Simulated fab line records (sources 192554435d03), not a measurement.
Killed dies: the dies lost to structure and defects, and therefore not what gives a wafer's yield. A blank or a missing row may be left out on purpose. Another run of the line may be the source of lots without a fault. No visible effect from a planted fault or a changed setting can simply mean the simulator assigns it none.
Split-lot experiment    flow n5-finfet    21 wafers read from 7 lots, route of 1938 steps

THE SPLIT ITSELF
At N5_BEOL_M13_SPUTTER_43 (material TaN, target thk 15 nm, time 24.19 s), the setting time-s was moved away from the recipe's 24.19 s on 5 of the 21 wafers read, by -10.2% to -4.4%. This setting was run at the recipe's value on the other wafers.

Reading taken at the split's own step.

THE READING
TaN_of_BEOL_M13_SPUTTER_43.thk-nm (the simulator's own value, which no gauge read), in nm, at N5_BEOL_M13_SPUTTER_43 (material TaN, target thk 15 nm, time 24.19 s). The file does not state a usual value for it. Here, 16 wafers ran the recipe; their average is 15.0 nm with a standard deviation of 0.21 nm.

wafer   tool, chamber at the split  time-s as run, s  against the recipe  TaN_of_BEOL_M13_SPUTTER_43.thk-nm, nm  against lot-mates on the recipe
L078.3  pvd-sputter-01, -           24.19             recipe              15.2                                   -
L078.5  pvd-sputter-01, -           24.19             recipe              15.2                                   -
L078.6  pvd-sputter-01, -           22.18             -8.3%               14                                     -1.2
L081.1  pvd-sputter-03, -           24.19             recipe              15                                     -
L081.2  pvd-sputter-03, -           24.19             recipe              15                                     -
L081.4  pvd-sputter-03, -           24.19             recipe              15                                     -
L082.1  pvd-sputter-02, -           24.19             recipe              15.4                                   -
L082.3  pvd-sputter-02, -           24.19             recipe              15.2                                   -
L082.6  pvd-sputter-02, -           22.47             -7.1%               14.2                                   -1.1
L083.2  pvd-sputter-02, -           24.19             recipe              15                                     -
L083.5  pvd-sputter-02, -           24.19             recipe              14.8                                   -
L083.6  pvd-sputter-02, -           24.19             recipe              14.8                                   -
L084.1  pvd-sputter-01, -           24.19             recipe              15                                     -
L084.3  pvd-sputter-01, -           24.19             recipe              15                                     -
L084.5  pvd-sputter-01, -           21.72             -10.2%              13.6                                   -1.4
L096.2  pvd-sputter-01, -           24.19             recipe              14.8                                   -
L096.3  pvd-sputter-01, -           24.19             recipe              14.6                                   -
L096.6  pvd-sputter-01, -           24.19             recipe              14.6                                   -
L097.2  pvd-sputter-03, -           23.12             -4.4%               14.2                                   -0.8
L097.3  pvd-sputter-03, -           23.12             -4.4%               14.4                                   -0.6
L097.4  pvd-sputter-03, -           24.19             recipe              15                                     -

FIT RESULTS
A straight line over all 21 wafers: TaN_of_BEOL_M13_SPUTTER_43.thk-nm changes by +0.127 nm for each +1% of time-s; r = +0.90; the points scatter about the line by 0.2 nm.
The same after taking each lot's own level away (the mean of its wafers on the recipe; 21 wafers): +0.145 nm for each +1%; r = +0.99; scatter 0.076 nm.
Per that fit: largest time-s move, reading shift of 1.5 nm.
Measured against the standard deviation above, the lots' own levels, which go from 14.67 to 15.30 nm, span 3.0 times it.
So the lot-to-lot level changes the slope: the two fits differ.
Check: with one of the wafers moved furthest among these (-10.2%) left out of the fit, the line predicts -1.54 nm for it against its lot-mates. It came out at -1.4 nm against them.

ADDITIONAL SPLITS CARRIED BY THESE WAFERS
Note: prior to the reading, these wafers also went through further splits. Each is held against what the fit with the lots' levels taken away leaves over:
other split on the same wafers     wafers away from the commonest value  r with TaN_of_BEOL_M13_SPUTTER_43.thk-nm (lot level and that fit taken away)
N5_BEOL_M10_ETCH_61 cf4-flow-sccm  2                                     -0.02
N5_BEOL_M11_VIA_ETCH_34 time-s     4                                     -0.06
N5_BEOL_M11_TRENCH_ETCH_37 time-s  6                                     +0.23
N5_BEOL_M12_COAT_04 spin-rpm       6                                     +0.05
N5_BEOL_M12_DESCUM_15 time-s       6                                     +0.25
N5_BEOL_M12_SPUTTER_44 time-s      7                                     -0.14

THE FILE'S OWN FIT
TaN_of_BEOL_M13_SPUTTER_43.thk-nm changes by +0.145 nm for each +1% of time-s, r = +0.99.
